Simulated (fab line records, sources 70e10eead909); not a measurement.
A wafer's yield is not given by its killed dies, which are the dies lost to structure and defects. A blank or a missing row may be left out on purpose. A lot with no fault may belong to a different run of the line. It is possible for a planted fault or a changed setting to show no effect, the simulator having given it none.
Matching of chambers / flow nand_harc / NHARC_P_GATE_ETCH_104 on rie_diel-11: 4 sister chambers
The step etches the open film in CF4/CHF3, target depth 60 nm. 14 wafers are shown with their chamber, then 7 later ones without.

## WAFERS WITH THEIR CHAMBER
wafer=L077.3; chamber=0; showerhead_plenum_p_Torr (Torr)=1.61; rf_vpp_V (V)=371.0; throttle_valve_pct (%)=16.800
wafer=L077.5; chamber=3; showerhead_plenum_p_Torr (Torr)=1.63; rf_vpp_V (V)=374.0; throttle_valve_pct (%)=16.780
wafer=L077.6; chamber=0; showerhead_plenum_p_Torr (Torr)=1.61; rf_vpp_V (V)=371.9; throttle_valve_pct (%)=16.817
wafer=L081.4; chamber=0; showerhead_plenum_p_Torr (Torr)=1.61; rf_vpp_V (V)=373.6; throttle_valve_pct (%)=16.818
wafer=L081.5; chamber=1; showerhead_plenum_p_Torr (Torr)=1.66; rf_vpp_V (V)=373.8; throttle_valve_pct (%)=16.798
wafer=L081.6; chamber=2; showerhead_plenum_p_Torr (Torr)=1.48; rf_vpp_V (V)=367.9; throttle_valve_pct (%)=16.822
wafer=L083.1; chamber=0; showerhead_plenum_p_Torr (Torr)=1.61; rf_vpp_V (V)=370.9; throttle_valve_pct (%)=16.796
wafer=L083.3; chamber=2; showerhead_plenum_p_Torr (Torr)=1.48; rf_vpp_V (V)=368.0; throttle_valve_pct (%)=16.803
wafer=L083.5; chamber=2; showerhead_plenum_p_Torr (Torr)=1.48; rf_vpp_V (V)=367.8; throttle_valve_pct (%)=16.818
wafer=L086.2; chamber=2; showerhead_plenum_p_Torr (Torr)=1.48; rf_vpp_V (V)=367.5; throttle_valve_pct (%)=16.790
wafer=L086.3; chamber=0; showerhead_plenum_p_Torr (Torr)=1.60; rf_vpp_V (V)=372.0; throttle_valve_pct (%)=16.795
wafer=L086.4; chamber=1; showerhead_plenum_p_Torr (Torr)=1.65; rf_vpp_V (V)=373.2; throttle_valve_pct (%)=16.798
wafer=L092.2; chamber=0; showerhead_plenum_p_Torr (Torr)=1.60; rf_vpp_V (V)=370.6; throttle_valve_pct (%)=16.787
wafer=L092.3; chamber=3; showerhead_plenum_p_Torr (Torr)=1.62; rf_vpp_V (V)=373.2; throttle_valve_pct (%)=16.796

SIGNATURES, as means of the wafers listed above
reading=showerhead_plenum_p_Torr; chamber 0=1.6067; chamber 1=1.6550; chamber 2=1.4800; chamber 3=1.6250; scatter within a chamber=0.00483
reading=rf_vpp_V; chamber 0=371.667; chamber 1=373.500; chamber 2=367.800; chamber 3=373.600; scatter within a chamber=0.819
reading=throttle_valve_pct; chamber 0=16.80217; chamber 1=16.79800; chamber 2=16.80825; chamber 3=16.78800; scatter within a chamber=0.0125
Rule: a wafer lies at a distance from a chamber equal to the root of the sum of squares, over the readings, of (its reading less the chamber's mean, divided by the reading's scatter). The wafer belongs to the nearest chamber; if the next one is less than 2 further off, it can't be placed. The scatter is the square root of a quotient: the sum, over the shown wafers, of each reading's squared deviation from its chamber's mean, divided by wafers minus chambers.

## WAFERS WHOSE CHAMBER IS MISSING
wafer=L092.5; showerhead_plenum_p_Torr (Torr)=1.65; rf_vpp_V (V)=373.6; throttle_valve_pct (%)=16.790
wafer=L093.4; showerhead_plenum_p_Torr (Torr)=1.47; rf_vpp_V (V)=365.8; throttle_valve_pct (%)=16.795
wafer=L093.5; showerhead_plenum_p_Torr (Torr)=1.47; rf_vpp_V (V)=367.2; throttle_valve_pct (%)=16.802
wafer=L093.6; showerhead_plenum_p_Torr (Torr)=1.62; rf_vpp_V (V)=373.0; throttle_valve_pct (%)=16.804
wafer=L096.3; showerhead_plenum_p_Torr (Torr)=1.60; rf_vpp_V (V)=372.1; throttle_valve_pct (%)=16.823
wafer=L096.5; showerhead_plenum_p_Torr (Torr)=1.62; rf_vpp_V (V)=372.6; throttle_valve_pct (%)=16.798
wafer=L096.6; showerhead_plenum_p_Torr (Torr)=1.60; rf_vpp_V (V)=370.8; throttle_valve_pct (%)=16.801

## THE CHAMBER EACH PASSED THROUGH
wafer=L092.5; from the rows above=1; in truth=1
wafer=L093.4; from the rows above=2; in truth=2
wafer=L093.5; from the rows above=2; in truth=2
wafer=L093.6; from the rows above=can't be placed: 3 or 0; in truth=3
wafer=L096.3; from the rows above=0; in truth=0
wafer=L096.5; from the rows above=can't be placed: 3 or 0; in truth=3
wafer=L096.6; from the rows above=0; in truth=0
Correct placement for 5 of the 7. Can't be placed from these rows: 2 (the true chamber is among the candidates in 2). Wrongly placed: 0.
